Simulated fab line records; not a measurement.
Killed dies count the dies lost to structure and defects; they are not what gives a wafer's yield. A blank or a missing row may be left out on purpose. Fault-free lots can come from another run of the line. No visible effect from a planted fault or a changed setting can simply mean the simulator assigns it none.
Chamber matching || flow n5 finfet || 4 sister chambers for N5_GATE_CUT_CMP_02 on cmp-01
The step polishes, stops on SiO2, t overpolish 12.7 s, target thk 0 nm. 4 wafers are shown with their chamber, then 12 later ones without.

== WAFERS, EACH WITH ITS CHAMBER ==
{"wafer": "L080.6", "chamber": 0, "time to endpoint s (s)": 28}
{"wafer": "L084.6", "chamber": 2, "time to endpoint s (s)": 30}
{"wafer": "L085.3", "chamber": 1, "time to endpoint s (s)": 24}
{"wafer": "L085.6", "chamber": 3, "time to endpoint s (s)": 34}

== WAFERS WHOSE CHAMBER IS MISSING ==
{"wafer": "L086.1", "time to endpoint s (s)": 32}
{"wafer": "L086.3", "time to endpoint s (s)": 25}
{"wafer": "L086.4", "time to endpoint s (s)": 29}
{"wafer": "L088.1", "time to endpoint s (s)": 28}
{"wafer": "L088.4", "time to endpoint s (s)": 35}
{"wafer": "L088.5", "time to endpoint s (s)": 33}
{"wafer": "L089.2", "time to endpoint s (s)": 22}
{"wafer": "L089.5", "time to endpoint s (s)": 28}
{"wafer": "L089.6", "time to endpoint s (s)": 33}
{"wafer": "L093.3", "time to endpoint s (s)": 30}
{"wafer": "L093.5", "time to endpoint s (s)": 34}
{"wafer": "L093.6", "time to endpoint s (s)": 29}

== CHAMBER TAKEN BY EACH ==
{"wafer": "L086.1", "from the rows above": "can't be placed: 2 or 3 or 0", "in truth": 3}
{"wafer": "L086.3", "from the rows above": "can't be placed: 1 or 0", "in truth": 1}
{"wafer": "L086.4", "from the rows above": "can't be placed: 0 or 2", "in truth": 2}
{"wafer": "L088.1", "from the rows above": "can't be placed: 0 or 2", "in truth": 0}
{"wafer": "L088.4", "from the rows above": 3, "in truth": 3}
{"wafer": "L088.5", "from the rows above": "can't be placed: 3 or 2", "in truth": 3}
{"wafer": "L089.2", "from the rows above": 1, "in truth": 1}
{"wafer": "L089.5", "from the rows above": "can't be placed: 0 or 2", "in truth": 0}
{"wafer": "L089.6", "from the rows above": "can't be placed: 3 or 2", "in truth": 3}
{"wafer": "L093.3", "from the rows above": "can't be placed: 2 or 0", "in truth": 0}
{"wafer": "L093.5", "from the rows above": 3, "in truth": 3}
{"wafer": "L093.6", "from the rows above": "can't be placed: 0 or 2", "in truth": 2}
Correct placement for 3 of the 12. These rows do not allow placing 9 (true chamber among the candidates in 9). Wrongly placed: 0.
How it was worked out, from the rows above alone: a wafer's distance from a chamber is the root of the sum, over the readings, of the square of ((its reading less the chamber's mean) divided by the reading's scatter). The wafer belongs to the nearest chamber; if the next one is less than 2 further off, it can't be placed. For every chamber, the mean is computed from those of its wafers that are shown. The scatter (one wafer shown for each chamber): square how far every hidden wafer sits from the nearest shown wafer, average those squares and take the square root.
